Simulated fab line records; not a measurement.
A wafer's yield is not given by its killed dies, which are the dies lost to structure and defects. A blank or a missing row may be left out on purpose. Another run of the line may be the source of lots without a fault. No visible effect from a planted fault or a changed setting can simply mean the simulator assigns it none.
A lot that was struck, set against a sound lot ; flow nand-harc ; 37 steps out of a route of 1159
Sound: these wafers, L698.3, L698.4, L698.5. The struck wafers were L704.3, L704.4, L704.6. The cause is named last.
At each step with rows: each side's tool, then ch and its chambers, then its first start. Under that, the readings that differ: sound wafers ; struck wafers ; difference of the means ; sigmas: that difference in standard deviations of wafers without a fault.
alike: words and numbers the same on both sides, and readings whose means are apart by under 2 such deviations; not compared: readings that were withheld, readings missing a value for some wafer, numbers with overlapping values and no deviation given by the record, and bounds like >300 which may hide the same value.
A row with sigmas, a row that says differs or no value, or rows on one side alone: a step with any of these is where the two part. Non-overlapping numbers with no deviation appear without sigmas and do not part them. A reading missing from all wafers of one side parts the sides only when that side holds two or more wafers.

first, 7 steps without rows for these wafers: NHARC_A_WL_FILL_ETCHBACK_04 (etches the open film in NF3, target depth 60 nm, time 120 s); NHARC_A_WL_FILL_ETCHBACK_05 (etches the open film in Cl2/BCl3, target depth 22 nm, time 60 s); NHARC_A_WL_FILL_STRIP_27 (strips in N2/H2, time 20 s); NHARC_A_WL_FILL_STRIP_28 (strips in post etch residue remover, time 1200 s); NHARC_A_WL_FILL_PRECLEAN_06 (cleans in DIW, time 300 s); NHARC_A_WL_FILL_SRD_07; NHARC_A_WL_FILL_ANNEAL_08 (time 1800 s).
NHARC_A_WL_FILL_ALD_10: deposits SiO2, target thk 50 nm, pulse time 10 s, ald cycles 500.
  sound on ald-hk-02 ch 0,1,3, day 15 19:17; struck on ald-hk-01 ch 1,2, day 17 10:38
  alike: heater-power-w, precursor-pulse-height-rel
then, 3 steps without rows for these wafers: NHARC_A_WL_FILL_ETCHBACK_16 (etches the open film in C4F8/O2/Ar, target depth 88 nm, time 17.6 s); NHARC_A_WL_FILL_STRIP_29 (strips in O2, time 20 s); NHARC_A_WL_FILL_ETCHBACK_17 (etches the open film in Cl2/BCl3, target depth 4 nm, time 26.7 s).
NHARC_A_WL_FILL_PRECLEAN_18: cleans in dHF, time 30 s.
  sound on wet-bench-06 ch 0,2,7, day 16 00:16; struck on wet-bench-06 ch 3,4,6, day 17 15:37
then, 2 steps without rows for these wafers: NHARC_A_WL_FILL_SRD_21; NHARC_A_WL_FILL_CVD_23 (deposits poly-Si, target thk 40 nm, time 800 s).
NHARC_A_WL_FILL_ETCHBACK_26: etches the open film in HBr, target depth 52 nm, time 13.3 s.
  sound on rie-si-02 ch 0,2,3, day 16 05:28; struck on rie-si-04 ch 1,2,3, day 17 20:31
  alike: drypump-motor-current-A, oes-product-au, throttle-valve-pct
  not compared: rf-hours-counter-h
then, 2 steps without rows for these wafers: NHARC_A_WL_FILL_PRECLEAN_30 (cleans in dHF, time 10 s); NHARC_A_WL_FILL_SRD_14.
NHARC_A_WL_FILL_ALD_19: deposits TiN, target thk 2 nm, pulse time 3 s, ald cycles 100.
  sound on ald-metal-03 ch 0,2,3, day 16 05:45; struck on ald-metal-03 ch 0,1,3, day 17 20:47
  alike: heater-power-w, precursor-pulse-height-rel
NHARC_A_WL_FILL_CVD_20: deposits W, target thk 75 nm, time 5064 s.
  sound: cvd-w-02 ch 0,1; struck: cvd-w-02 ch 0,1
  alike: heater-power-w, throttle-valve-pct
NHARC_A_WL_FILL_CMP_12: polishes, t overpolish 30 s, target thk 75 nm.
  sound on cmp-04 ch 1,2, day 16 10:59; struck on cmp-04 ch 0,1, day 18 04:28
  alike: motor-current-A, overpolish-run-s, time-to-endpoint-s
then, 14 steps without rows for these wafers: NHARC_A_WL_FILL_SRD_31; NHARC_A_CONTACT_DEP_24 (deposits SiO2, target thk 500 nm); NHARC_A_CONTACT_DEP_28 (deposits aC, target thk 3600 nm); NHARC_A_CONTACT_DEP_29 (deposits SiON, target thk 70 nm); NHARC_A_CONTACT_DEHYDRATE_32 (time 120 s); NHARC_A_CONTACT_HMDS_33 (time 30 s); NHARC_A_CONTACT_COAT_34 (time 75 s); NHARC_A_CONTACT_COAT_35 (time 65 s); NHARC_A_CONTACT_COAT_36 (resist thk 90 nm); NHARC_A_CONTACT_SOFTBAKE_37 (time 55 s); NHARC_A_CONTACT_EBR_38; NHARC_A_CONTACT_EXPOSE_39 (exposes mask A CC 3); NHARC_A_CONTACT_PEB_40 (peb time 65 s); NHARC_A_CONTACT_DEVELOP_41 (develop time 35 s).
NHARC_A_CONTACT_CD_MEAS_42 targets a cd of 200 nm.
  sound on cd-sem-03 ch 0, day 16 19:58; struck on cd-sem-03 ch 0, day 18 10:40
  alike: cd-nm
NHARC_A_CONTACT_OVL_MEAS_43:
  sound: overlay-02 at day 16 20:04; struck: overlay-01 at day 18 10:45
  alike: overlay-x-nm, overlay-y-nm
-- record jumps: 3 days between struck wafers' starts before vs after; left off in module A_CONTACT, resumes in module END, first step shown is number 1159 of the route --
NHARC_END_SORT_01:
  sound on prober-01 ch 0, day 20 00:05; struck on prober-02 ch 0, day 21 09:29
reading;sound;struck;difference;sigmas
killed-at-array;23 21 19;69 62 79;+49;+5
killed-dies;30 22 26;72 66 83;+48;+5
  alike: killed-at-other, killed-at-periphery, killed-open, killed-short

WHERE THEY PART
Only at NHARC_END_SORT_01, as far as this record shows.

WHY: what had been put in by the simulator
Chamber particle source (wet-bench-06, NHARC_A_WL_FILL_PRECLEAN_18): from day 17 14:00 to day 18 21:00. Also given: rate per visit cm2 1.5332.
